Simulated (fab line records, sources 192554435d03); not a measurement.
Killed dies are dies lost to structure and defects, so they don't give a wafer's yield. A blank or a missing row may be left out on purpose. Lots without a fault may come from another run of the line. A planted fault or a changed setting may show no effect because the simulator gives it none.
Which tool did it? | flow n5_finfet | 12 lots, 36 wafers sampled, at 3 steps of a route of 1938

WHAT THE GAUGES READ, wafer by wafer
N5_BEOL_M10_INSPECT_58: inspects for defects (darkfield).
lot  | measured     | on                | raw_defect_count
L963 | day 11 12:45 | defect_inspect-02 | 75 173 87
L964 | day 11 14:22 | defect_inspect-02 | 58 40 50
L967 | day 12 09:56 | defect_inspect-01 | 103 100 95
L970 | day 12 20:00 | defect_inspect-01 | 51 77 82
L974 | day 14 00:48 | defect_inspect-01 | 126 153 133
L976 | day 14 20:41 | defect_inspect-02 | 104 41 64
L977 | day 15 07:06 | defect_inspect-01 | 70 99 106
L980 | day 15 13:10 | defect_inspect-02 | 110 74 95
L982 | day 15 15:03 | defect_inspect-01 | 48 70 112
L978 | day 15 17:31 | defect_inspect-02 | 104 82 80
L979 | day 15 18:20 | defect_inspect-01 | 90 45 92
L981 | day 16 07:06 | defect_inspect-01 | 80 66 98

WHICH TOOL RAN EACH LOT (tool, then ch and the chambers of the sampled wafers, then the start)
lot  | N5_BEOL_M10_ALD_74                  | N5_BEOL_M10_SURFACE_TREAT_76
L963 | ald_metal-02 ch 0,1,3, day 11 09:19 | pvd_sputter-01, day 11 09:42
L964 | ald_metal-03 ch 1,2,3, day 11 12:44 | pvd_sputter-02, day 11 13:07
L967 | ald_metal-02 ch 0,1, day 12 08:11   | pvd_sputter-01, day 12 08:36
L970 | ald_metal-03 ch 2,3, day 12 18:05   | pvd_sputter-03, day 12 18:23
L974 | ald_metal-03 ch 0,2,3, day 13 21:10 | pvd_sputter-02, day 13 21:35
L976 | ald_metal-03 ch 0,3, day 14 19:07   | pvd_sputter-01, day 14 19:28
L977 | ald_metal-01 ch 1,2,3, day 15 04:48 | pvd_sputter-02, day 15 05:08
L980 | ald_metal-01 ch 0,1, day 15 11:37   | pvd_sputter-01, day 15 11:55
L982 | ald_metal-02 ch 1,3, day 15 13:23   | pvd_sputter-03, day 15 13:45
L978 | ald_metal-02 ch 0,3, day 15 14:23   | pvd_sputter-01, day 15 15:45
L979 | ald_metal-03 ch 0,1,3, day 15 16:22 | pvd_sputter-01, day 15 16:50
L981 | ald_metal-01 ch 0,2,3, day 16 04:57 | pvd_sputter-01, day 16 05:28
- N5_BEOL_M10_ALD_74: deposits TaN, target thk 2 nm, pulse time 2 s, purge time 3 s.
- N5_BEOL_M10_SURFACE_TREAT_76

WHAT THE TOOLS THEMSELVES READ (means of the sampled wafers that have a number; where no wafer has one, the mark that the record gives instead)
N5_BEOL_M10_ALD_74.
lot  | tool         | chamber_pressure_Torr (Torr) | heater_power_w (W)
L963 | ald_metal-02 | 2.996                        | 427
L964 | ald_metal-03 | 3.003                        | 403
L967 | ald_metal-02 | 3.004                        | 453
L970 | ald_metal-03 | 3.007                        | 388
L974 | ald_metal-03 | 2.996                        | 399
L976 | ald_metal-03 | 3.005                        | 399
L977 | ald_metal-01 | 3.000                        | 411
L980 | ald_metal-01 | 2.999                        | 432
L982 | ald_metal-02 | 2.999                        | 418
L978 | ald_metal-02 | 3.002                        | 452
L979 | ald_metal-03 | 2.999                        | 416
L981 | ald_metal-01 | 3.000                        | 430

N5_BEOL_M10_SURFACE_TREAT_76.
lot  | tool           | ar_flow_sccm (sccm)
L963 | pvd_sputter-01 | 29.96
L964 | pvd_sputter-02 | 29.91
L967 | pvd_sputter-01 | 30.02
L970 | pvd_sputter-03 | 30.12
L974 | pvd_sputter-02 | 30.07
L976 | pvd_sputter-01 | 30.02
L977 | pvd_sputter-02 | 30.05
L980 | pvd_sputter-01 | 30.05
L982 | pvd_sputter-03 | 29.95
L978 | pvd_sputter-01 | 29.95
L979 | pvd_sputter-01 | 30.06
L981 | pvd_sputter-01 | 29.95

THE ANSWER, worked out from the rows above alone
Rule: what is usual is taken from the lots themselves. Put in order of their means at a reading, lots are off if they are a third of the lots or fewer, leave a main group of 4 or more, and stand apart from it by a gap of 3 or more times the standard deviation of the main group's means; of several such gaps the widest counts. A main group whose means are all the same, to the digits that the tables above print for the reading, isn't used. A lot without any number at a reading at which 4 lots or more have one is off too. The other lots that the step has rows for count as sound. The gauges are gone through in route order, then the tools' own readings, and for those a lot's mean is taken as printed above. The first step at which some lot is off is used, and at that step the reading that is off furthest; a lot without a number counts as furthest.
No lot is off at any reading shown: from this, nothing can be told.

WHAT THE SIMULATOR HAD PUT IN
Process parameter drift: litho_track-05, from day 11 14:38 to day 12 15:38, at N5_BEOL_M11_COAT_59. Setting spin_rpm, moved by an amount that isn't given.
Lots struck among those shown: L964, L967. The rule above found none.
